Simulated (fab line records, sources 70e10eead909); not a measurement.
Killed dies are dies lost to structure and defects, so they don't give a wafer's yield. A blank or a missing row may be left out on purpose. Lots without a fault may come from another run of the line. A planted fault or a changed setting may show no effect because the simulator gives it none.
fab line records | flow nand_harc
record lots=11 wafers=33 last_day=24
route steps=1159 shown A_M0@1024 A_M1@1039 END@1159
lots that met no fault: from a run of the same line without faults
start_h: hours from the record's first day to the start of the lot's first wafer shown | wait_h: hours since the lot's step before | " the same as in the row above | L1.1+2: a row that stands for several wafers | - no value, or no start given | * or withheld: withheld | < > ~ a bound
route shown NAME@n: a module of which the file shows steps, and the number in the route of the first | usual: mean/standard deviation of fault-free wafers | same: alike in all rows | chamber/n: place in a boat | sites: the reading at each site | _std_site: their standard deviation | _edge_site: outer sites' mean less inner sites' | radius_mm: how far each site lies from the wafer's centre | mask NAME#n: copy n | behind: the tool/chamber that last shaped the wafer | hold: why the lot was held/for how many hours/how that ended | device: the transistor (n, p or np) that didn't switch | end of line: the same wafers' tests at the end of the route | a step without rows: its recipe alone | killed: dies lost to structure and defects at the first sort, not the wafer's yield | map: a wafer's dies, x killed, . not, _ none there
set.NAME: the setting as run; set.NAME@STEP: as run at that earlier step | model.NAME: the simulator's own value behind a step, which no gauge read
steps of the route over a sample of lots; a table a step, a row a wafer
services: from which hour (start_h, from the record's first day; less than 0 if before it) a tool's chamber was out of use, for how many hours, and why
## steps
# step NHARC_A_M0_PRE_CLEAN_31
# recipe time_s=12 temp_c=370 rf_power_w=300 gas=NH3
# usual heater_power_w=634/69 rf_fwd_power_W=292.5/0.88
# same time_s=12
# columns lot.wafer tool chamber start_h wait_h heater_power_w rf_fwd_power_W
L128.4 pecvd-04 2 418.53 0.1 525 294.4
L128.5 " 0 " " 712 292.7
L128.6 " 1 " " 705 294.1
L130.3 pecvd-04 0 426.87 0.1 766 292.3
L130.6 " 0 " " 759 291.9
L130.5 " 1 " " 672 293.1
L132.4 pecvd-04 1 447.62 0.1 665 293.7
L132.6 " 2 " " 584 293.4
L132.5 " 0 " " 702 291.6
L135.1 pecvd-01 1 447.89 0.1 613 294.0
L135.2 " 0 " " 598 290.6
L135.4 " 0 " " 567 292.0
L134.3 pecvd-03 0 461.41 0.6 600 293.7
L134.5 " 0 " " 603 292.4
L134.6 " 1 " " 628 293.3
L141.1 pecvd-01 1 475.21 0.1 637 293.4
L141.6 " 2 " " 642 291.5
L141.5 " 0 " " 572 291.6
L144.1 pecvd-01 2 498.35 0.1 564 292.0
L144.4 " 0 " " 569 292.7
L144.5 " 1 " " 546 292.8
L140.3 pecvd-03 2 507.88 0.1 775 291.1
L140.1 " 1 " " 622 292.0
L140.6 " 2 " " 775 292.7
L150.1 pecvd-03 2 524.26 0.1 814 291.8
L150.2 " 0 " " 601 291.2
L150.6 " 2 " " 801 292.5
L148.2 pecvd-03 2 529.88 0.6 719 292.5
L148.1 " 0 " " 633 293.0
L148.4 " 0 " " 645 293.8
L151.2 pecvd-03 2 538.34 0.3 683 293.6
L151.1 " 0 " " 627 292.4
L151.4 " 2 " " 677 292.4
# step NHARC_A_M1_DESCUM_14
# recipe time_s=3 o2_flow_sccm=200 ar_flow_sccm=0 bias_power_w=0 chemistry=O2
# usual drypump_motor_current_A=5.5/0.46 oes_product_au=1.002/0.0092 rf_vpp_V=57.8/0.85 showerhead_plenum_p_Torr=1.91/0.072 throttle_valve_pct=11.310/0.009
# same time_s=3
# columns lot.wafer tool chamber start_h wait_h drypump_motor_current_A oes_product_au rf_hours_counter_h rf_vpp_V showerhead_plenum_p_Torr throttle_valve_pct
L128.4 rie_diel-13 0 420.42 0.1 4.9 1.007 7 59.4 2.01 11.313
L128.6 " 0 " " 4.9 0.997 - 58.1 2.01 11.299
L128.5 " 1 " " 5.8 1.004 - 59.0 1.96 11.315
L130.3 rie_diel-13 0 432.36 0.1 4.9 1.003 8 57.5 2.01 11.292
L130.6 " 2 " " 5.5 0.988 - 58.1 1.98 11.309
L130.5 " 1 " " 5.8 1.008 - 56.6 1.96 11.302
L132.4 rie_diel-09 1 449.12 0.1 5.1 1.014 0 57.9 1.79 11.304
L132.5 " 2 " " 5.9 1.008 - 56.3 1.85 11.312
L132.6 " 3 " " 4.9 1.003 - 58.2 1.82 11.310
L135.1 rie_diel-01 0 449.43 0.1 5.1 0.996 9 57.7 1.86 11.314
L135.2 " 1 " " 6.5 1.007 10 58.4 1.96 11.297
L135.4 " 2 " " 5.3 0.993 10 57.9 1.99 11.330
L134.3 rie_diel-13 1 462.94 0.1 5.8 0.994 0 57.6 1.96 11.306
L134.6 " 2 " " 5.5 0.996 - 57.3 1.98 11.322
L134.5 " 3 " " 5.9 0.998 - 57.0 1.88 11.303
L141.1 rie_diel-09 1 476.58 0.1 5.1 1.010 1 56.2 1.79 11.318
L141.5 " 1 " " 5.1 1.018 - 57.7 1.79 11.322
L141.6 " 2 " " 5.9 1.002 - 58.2 1.85 11.321
L144.1 rie_diel-09 3 499.87 0.1 4.9 0.992 1 57.7 1.82 11.314
L144.4 " 0 " " 5.9 1.002 1 59.1 1.87 11.312
L144.5 " 3 " " 4.9 0.990 - 57.5 1.82 11.314
L140.1 rie_diel-09 2 509.29 0.1 5.9 0.999 2 57.3 1.85 11.316
L140.3 " 0 " " 5.9 0.992 2 58.0 1.87 11.318
L140.6 " 3 " " 4.9 0.999 - 56.8 1.82 11.307
L150.2 rie_diel-01 2 525.76 0.1 5.3 0.988 2 58.5 1.98 11.303
L150.1 " 1 " " 6.4 0.995 2 58.8 1.96 11.300
L150.6 " 1 " " 6.5 1.020 - 58.1 1.96 11.295
L148.1 rie_diel-13 0 531.42 0.1 4.9 1.017 5 59.2 2.01 11.326
L148.4 " 1 " " 5.8 0.998 5 56.8 1.96 11.294
L148.2 " 2 " " 5.5 0.992 5 58.8 1.98 11.296
L151.1 rie_diel-09 0 539.70 0.1 5.9 0.998 2 59.2 1.87 11.304
L151.4 " 1 " " 5.1 1.009 3 57.5 1.79 11.293
L151.2 " 3 " " 4.9 1.002 2 57.8 1.82 11.296
# step NHARC_A_M1_STRIP_18
# recipe power_w=1000 n2_flow_sccm=150 h2_flow_sccm=150 ar_flow_sccm=0 bias_w=0 chemistry=N2/H2
# usual drypump_motor_current_A=5.5/0.47 oes_product_au=1.003/0.0085 power_w=1000/3.3 rf_fwd_power_W=998/3.2 rf_vpp_V=90.5/0.99 showerhead_plenum_p_Torr=2.02/0.075 throttle_valve_pct=14.172/0.0087
# columns lot.wafer tool chamber start_h wait_h drypump_motor_current_A oes_product_au power_w rf_fwd_power_W rf_hours_counter_h rf_vpp_V showerhead_plenum_p_Torr throttle_valve_pct
L128.4 rie_diel-09 3 420.85 0.1 4.9 0.999 1002 993 3 90.1 1.93 14.172
L128.6 " 1 " " 5.1 1.004 1004 1000 - 90.5 1.91 14.179
L128.5 " 2 " " 5.9 1.001 1003 992 - 90.5 1.97 14.171
L130.3 rie_diel-01 1 432.85 0.1 6.5 1.007 997 1000 9 90.5 2.09 14.168
L130.6 " 2 " " 5.3 0.995 997 1002 - 91.2 2.12 14.174
L130.5 " 3 " " 5.2 0.995 1001 1001 - 90.9 2.00 14.163
L132.4 rie_diel-13 2 449.52 0.1 5.5 0.982 997 999 9 91.1 2.12 14.178
L132.6 " 0 " " 4.9 0.992 1000 998 - 90.7 2.14 14.162
L132.5 " 1 " " 5.8 1.006 994 997 - 91.2 2.09 14.180
L135.4 rie_diel-09 2 449.83 0.1 5.9 1.009 998 995 0 90.2 1.97 14.164
L135.1 " 3 " " 4.9 1.005 1000 994 0 89.3 1.93 14.179
L135.2 " 0 " " 5.9 1.006 1005 1002 0 92.1 1.99 14.159
L134.3 rie_diel-01 0 463.30 0.1 5.1 1.000 998 995 10 91.4 1.98 14.177
L134.6 " 0 " " 5.1 0.999 1003 999 - 90.8 1.98 14.178
L134.5 " 1 " " 6.5 1.002 1000 996 - 91.1 2.09 14.174
L141.1 rie_diel-13 3 477.03 0.1 5.8 1.002 997 999 2 90.4 2.00 14.187
L141.6 " 2 " " 5.5 0.989 996 999 - 91.6 2.12 14.167
L141.5 " 3 " " 5.8 1.001 996 999 - 91.6 2.01 14.172
L144.1 rie_diel-09 3 500.28 0.1 4.9 1.001 1004 998 1 90.9 1.93 14.176
L144.4 " 0 " " 5.9 1.007 1001 1003 1 89.7 1.99 14.172
L144.5 " 3 " " 4.9 1.012 1000 1001 - 89.6 1.93 14.170
L140.1 rie_diel-01 3 509.72 0.1 5.2 1.012 995 997 1 90.3 2.00 14.162
L140.3 " 0 " " 5.1 1.000 998 999 0 89.8 1.98 14.190
L140.6 " 2 " " 5.3 1.001 1002 998 - 90.9 2.12 14.160
L150.2 rie_diel-09 1 526.18 0.1 5.1 0.999 998 993 2 89.6 1.91 14.156
L150.1 " 2 " " 5.9 0.997 1007 1000 2 90.2 1.97 14.171
L150.6 " 2 " " 5.9 1.000 1004 997 - 89.3 1.97 14.161
L148.4 rie_diel-13 3 531.79 0.1 5.9 0.998 1001 997 5 90.7 2.00 14.174
L148.1 " 0 " " 4.9 1.014 1001 1002 5 91.8 2.14 14.169
L148.2 " 2 " " 5.5 0.996 999 997 5 90.5 2.12 14.188
L151.2 rie_diel-01 3 540.08 0.1 5.2 1.002 996 996 3 91.9 2.00 14.174
L151.4 " 1 " " 6.5 1.013 993 998 3 91.6 2.09 14.169
L151.1 " 2 " " 5.3 0.999 1002 993 3 89.5 2.12 14.175
# step NHARC_A_M1_ECD_22
# recipe target_thk_a=4000 bath_temp_c=25 material=Cu
# columns lot.wafer tool chamber start_h wait_h
L128.4+5+6 ecd_cu-02 0,0,1 421.91 -
L130.3+6+5 ecd_cu-01 0,0,1 433.88 -
L132.4+5+6 ecd_cu-02 1,0,1 450.63 -
L135.1+2+4 ecd_cu-02 0,1,0 450.80 -
L134.3+6+5 ecd_cu-02 1,1,0 464.39 -
L141.1+5+6 ecd_cu-02 1,1,0 478.00 -
L144.1+4+5 ecd_cu-02 0,1,0 501.25 -
L140.1+3+6 ecd_cu-01 0,1,1 510.67 -
L150.2+1+6 ecd_cu-01 1,0,1 527.18 -
L148.2+1+4 ecd_cu-01 0,1,0 533.66 -
L151.1+2+4 ecd_cu-01 0,1,0 541.08 -
# step NHARC_A_M1_CMP_23
# recipe t_overpolish_s=20 target_thk_nm=154.34
# usual motor_current_A=12.2/1.5 time_to_endpoint_s=27.5/2.3
# columns lot.wafer tool chamber start_h wait_h motor_current_A time_to_endpoint_s
L128.4 cmp-01 1 422.53 - 11.7 27.9
L128.6 " 1 " " 11.8 25.0
L128.5 " 2 " " 12.5 27.3
L130.3 cmp-02 1 434.51 - 10.8 28.3
L130.5 " 1 " " 10.0 28.3
L130.6 " 2 " " 11.2 27.9
L132.4 cmp-01 3 451.19 - 11.0 28.8
L132.6 " 3 " " 10.7 29.4
L132.5 " 0 " " 14.5 26.1
L135.2 cmp-02 1 451.55 - 10.5 27.8
L135.1 " 3 " " 12.4 32.7
L135.4 " 0 " " 13.6 28.0
L134.3 cmp-02 1 465.04 - 10.3 27.8
L134.6 " 0 " " 12.8 30.2
L134.5 " 1 " " 10.6 29.6
L141.1 cmp-03 1 478.78 - 15.7 26.5
L141.5 " 0 " " 12.1 25.0
L141.6 " 1 " " 14.5 10.1
L144.4 cmp-03 3 502.03 - 9.5 24.1
L144.1 " 0 " " 12.8 6.2
L144.5 " 1 " " 14.1 8.4
L140.1 cmp-03 0 511.39 - 11.2 27.5
L140.3 " 3 " " 9.8 29.2
L140.6 " 0 " " 12.0 28.2
L150.1 cmp-01 2 527.93 - 12.0 30.0
L150.2 " 3 " " 10.8 32.5
L150.6 " 2 " " 12.3 28.4
L148.2 cmp-03 2 534.39 - 13.0 28.2
L148.4 " 3 " " 9.5 30.6
L148.1 " 0 " " 12.4 27.8
L151.4 cmp-01 0 541.94 - 14.5 29.1
L151.1 " 1 " " 12.2 25.1
L151.2 " 3 " " 11.4 32.3
# step NHARC_END_SORT_01
# recipe temp_c=25
# usual defect_limited_yield=95.4/1.5 killed_at_array=28/10 killed_at_other=0.5/0.82 killed_at_periphery=3.4/2.2 killed_dies=31/10 killed_open=3.4/1.9 killed_short=1.9/1.3 sort_bin_2_pct=1.5/0.6 sort_bin_3_pct=0.29/0.24 sort_bin_4_pct=2.9/0.97 sort_n_pass=646/10 sort_rim_yield_pct=94.7/3 sort_yield_pct=95.4/1.5
# same gross_dies=677 sort_bin_5_pct[%]=0 sort_bin_6_pct[%]=0 sort_bin_7_pct[%]=0 sort_bin_8_pct[%]=0 sort_rim_n_gross=106.00
# columns lot.wafer tool chamber start_h wait_h defect_limited_yield[%] killed_at_array killed_at_other killed_at_periphery killed_dies killed_open killed_short sort_bin_2_pct[%] sort_bin_3_pct[%] sort_bin_4_pct[%] sort_n_pass sort_rim_yield_pct[%] sort_yield_pct[%]
L134.3 prober-02 0 501.09 3.1 96.8 18 0 4 22 4 2 0.9 0 2.4 655 95.3 96.8
L134.5 prober-02 0 502.68 3.7 97.3 18 0 0 18 5 1 1.2 0 1.5 659 96.2 97.3
L134.6 prober-02 0 503.48 4.0 98.1 11 0 2 13 3 3 0.7 0 1.2 664 97.2 98.1
L140.1 prober-02 0 555.23 2.5 95.6 26 0 4 30 3 1 1.0 0.15 3.2 647 91.5 95.6
L140.3 prober-02 0 556.80 3.1 93.9 37 0 4 41 7 3 1.9 0.89 3.2 636 93.4 93.9
L140.6 prober-02 0 559.16 3.9 94.4 35 0 3 38 7 4 1.6 0.74 3.2 639 90.6 94.4
# killed by level:class
L134.3 A_CONTACT:chamber_film_flake=4 A_M1:chamber_film_flake=4 A_CHANNEL_HOLE_D1:chamber_film_flake=3 A_M0:geometric_particle:open=2 P_STI:chamber_film_flake=2 A_STAIRCASE:chamber_film_flake=2 P_M0:geometric_particle:open=1 A_ONON_D1:geometric_particle:short=1
L134.5 A_STAIRCASE:chamber_film_flake=5 A_CONTACT:chamber_film_flake=3 A_BLC:geometric_particle:open=2 A_M1:geometric_particle:open=2 A_CHANNEL_HOLE_D1:chamber_film_flake=2 A_M1:chamber_film_flake=2 A_CHANNEL_FILL_D1:geometric_particle:open=1 A_SGD_CUT:geometric_particle:short=1
L134.6 A_STAIRCASE:chamber_film_flake=3 A_CONTACT:chamber_film_flake=2 P_M1:geometric_particle:open=1 A_SOURCE_PLATE:geometric_particle:open=1 A_CHANNEL_FILL_D1:geometric_particle:short=1 A_WL_FILL:geometric_particle:short=1 A_WL_FILL:geometric_particle:open=1 A_CONTACT:geometric_particle:short=1
L140.1 A_CHANNEL_HOLE_D1:chamber_film_flake=10 A_STAIRCASE:chamber_film_flake=5 A_CONTACT:chamber_film_flake=4 A_BLC:chamber_film_flake=3 P_GATE:chamber_film_flake=2 P_STI:geometric_particle:open=1 P_M1:geometric_particle:open=1 A_WL_FILL:geometric_particle:short=1
L140.3 A_CHANNEL_HOLE_D1:chamber_film_flake=19 A_BLC:chamber_film_flake=4 A_CONTACT:chamber_film_flake=3 A_CHANNEL_FILL_D1:geometric_particle:open=2 A_CONTACT:geometric_particle:open=2 A_M0:geometric_particle:open=2 A_STAIRCASE:chamber_film_flake=2 P_CONTACT:geometric_particle:open=1
L140.6 A_CHANNEL_HOLE_D1:chamber_film_flake=14 A_CONTACT:chamber_film_flake=5 A_STAIRCASE:chamber_film_flake=4 A_CONTACT:geometric_particle:open=2 A_BLC:chamber_film_flake=2 P_GATE:geometric_particle:open=1 P_M0:geometric_particle:open=1 A_SOURCE_PLATE:geometric_particle:open=1
## services
# columns tool chamber start_h hours kind
cmp-03 - 411.27 0.8 repair
rie_diel-13 2 411.58 2.5 repair
rie_diel-13 3 423.25 12.6 repair
cmp-03 - 425.55 1.3 repair
pecvd-03 2 428.21 7.2 repair
rie_diel-09 - 431.57 9.0 pm
ecd_cu-01 - 437.72 0.4 repair
ecd_cu-01 - 448.00 8.0 pm
cmp-03 - 450.43 4.0 pm
cmp-01 - 451.49 0.6 repair
rie_diel-13 - 453.00 9.0 pm
cmp-03 - 455.43 0.4 repair
rie_diel-09 3 461.64 7.1 repair
pecvd-03 - 466.14 0.5 repair
pecvd-03 - 471.80 0.6 repair
pecvd-03 - 473.16 13.0 pm
rie_diel-09 0 476.10 3.3 repair
rie_diel-01 3 477.80 4.3 repair
rie_diel-01 - 491.92 9.0 pm
pecvd-03 - 501.83 3.1 repair
rie_diel-01 0 520.54 7.7 repair
rie_diel-13 0 524.38 2.5 repair
ecd_cu-02 - 532.01 8.0 pm
ecd_cu-01 - 532.21 1.0 repair
## key
first_sign step=NHARC_A_M1_CMP_23 reading=time_to_endpoint_s direction=down sigmas=8.3 usual=* struck=*
effect none on later readings
met_at NHARC_A_M1_ECD_22
struck_lots L141,L144
struck_wafers L141.6,L144.1,L144.5
not_acting_at NHARC_A_M0_PRE_CLEAN_31,NHARC_A_M1_DESCUM_14,NHARC_A_M1_STRIP_18
onset_between 464.39 478.00
fault kind=process_parameter_drift tool=ecd_cu-02 chamber=0 onset_h=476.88 steps=NHARC_A_M1_ECD_22 channel=target_thk_a offset=* shape=step end_h=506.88 acts_in=* stated=*
